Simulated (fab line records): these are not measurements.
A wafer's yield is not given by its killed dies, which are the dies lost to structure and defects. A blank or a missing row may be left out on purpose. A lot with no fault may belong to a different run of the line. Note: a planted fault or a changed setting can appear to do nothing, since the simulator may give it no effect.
Chamber matching    flow nand_harc    NHARC_A_STAIRCASE_DESCUM_11 on rie_diel-11: 4 sister chambers
The step chemistry O2, time 3 s. 20 wafers are shown with their chamber, then 10 later ones without.

EACH WAFER AND ITS CHAMBER
wafer   chamber  drypump_motor_current_A (A)  showerhead_plenum_p_Torr (Torr)  oes_product_au (a.u.)
L075.3  0        6.3                          1.87                             0.991
L075.5  3        5.9                          1.82                             0.999
L075.6  0        6.3                          1.87                             0.996
L077.1  1        5.6                          1.78                             1.012
L077.2  3        5.9                          1.82                             0.992
L077.3  2        5.3                          1.84                             0.991
L082.1  3        5.8                          1.82                             1.003
L082.4  3        5.8                          1.82                             1.005
L082.5  1        5.6                          1.77                             1.011
L085.1  2        5.3                          1.83                             1.003
L085.2  3        5.8                          1.81                             1.005
L085.4  1        5.6                          1.77                             0.997
L085.3  0        6.3                          1.86                             1.007
L085.5  1        5.6                          1.77                             1.006
L085.6  2        5.3                          1.83                             1.017
L086.1  3        5.9                          1.82                             1.007
L086.2  2        5.3                          1.83                             0.998
L086.5  1        5.6                          1.77                             1.012
L089.3  3        5.8                          1.81                             0.997
L089.4  2        5.3                          1.83                             1.006

SIGNATURES, as means of the wafers listed above
reading                   chamber 0  chamber 1  chamber 2  chamber 3  scatter within a chamber
drypump_motor_current_A   6.300      5.600      5.300      5.843      0.0327
showerhead_plenum_p_Torr  1.8667     1.7720     1.8320     1.8171     0.00481
oes_product_au            0.99800    1.00760    1.00300    1.00114    0.00727
Rule: distance of a wafer from a chamber = root of the sum over the readings of ((wafer's reading minus chamber's mean) / reading's scatter) squared. The wafer belongs to the nearest chamber; if the next one is less than 2 further off, it can't be placed. The scatter: the root of (the sum of the squares of (reading less its chamber's mean) over the shown wafers, divided by (wafers less chambers)).

WAFERS WITHOUT THEIR CHAMBER
wafer   drypump_motor_current_A (A)  showerhead_plenum_p_Torr (Torr)  oes_product_au (a.u.)
L089.6  6.4                          1.86                             0.990
L094.2  5.6                          1.76                             1.014
L094.3  5.9                          1.81                             1.003
L094.5  5.9                          1.81                             1.003
L095.1  5.3                          1.82                             1.014
L095.3  6.3                          1.86                             0.996
L095.6  5.6                          1.76                             1.008
L097.1  6.3                          1.86                             0.985
L097.3  5.3                          1.82                             1.004
L097.4  5.8                          1.80                             1.001

WHICH CHAMBER EACH WENT THROUGH
wafer   from the rows above  in truth
L089.6  0                    0
L094.2  1                    1
L094.3  3                    3
L094.5  3                    3
L095.1  2                    2
L095.3  0                    0
L095.6  1                    1
L097.1  0                    0
L097.3  2                    2
L097.4  3                    3
Correct placement for 10 of the 10. Left unplaced by these rows: 0. Placed wrongly: 0.
